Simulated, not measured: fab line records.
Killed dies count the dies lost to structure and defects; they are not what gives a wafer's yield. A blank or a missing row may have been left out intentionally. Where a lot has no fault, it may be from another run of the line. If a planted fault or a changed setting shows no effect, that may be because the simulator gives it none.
Chamber matching | flow n5 finfet | N5_BEOL_M5_DESCUM_16 on rie diel-05 has 4 sister chambers
The step chemistry O2, time 7 s. 4 wafers are shown with their chamber, then 9 later ones without.

== EACH WAFER AND ITS CHAMBER ==
wafer  | chamber | drypump motor current A (A)
L083.5 | 3       | 5.2
L080.3 | 2       | 6.7
L089.2 | 1       | 5.7
L089.5 | 0       | 5.9

== WAFERS WHOSE CHAMBER IS MISSING ==
wafer  | drypump motor current A (A)
L092.1 | 5.2
L092.2 | 6.7
L092.3 | 5.7
L093.1 | 6.0
L093.2 | 5.2
L093.4 | 5.7
L096.2 | 5.9
L096.3 | 5.2
L096.5 | 5.7

== WHICH CHAMBER EACH WENT THROUGH ==
wafer  | from the rows above | in truth
L092.1 | 3                   | 3
L092.2 | 2                   | 2
L092.3 | 1                   | 1
L093.1 | 0                   | 0
L093.2 | 3                   | 3
L093.4 | 1                   | 1
L096.2 | 0                   | 0
L096.3 | 3                   | 3
L096.5 | 1                   | 1
Correctly placed: 9 of 9. Left unplaced by these rows: 0. 0 placed wrongly.
How it was worked out, from the rows above alone: a wafer's distance from a chamber is the root of the sum, over the readings, of the square of ((its reading less the chamber's mean) divided by the reading's scatter). If the next closest chamber is less than 2 further off than the closest, the wafer can't be placed; otherwise it belongs to the closest. For every chamber, the mean is computed from those of its wafers that are shown. The scatter (one wafer shown for each chamber): square how far every hidden wafer sits from the nearest shown wafer, average those squares and take the square root.
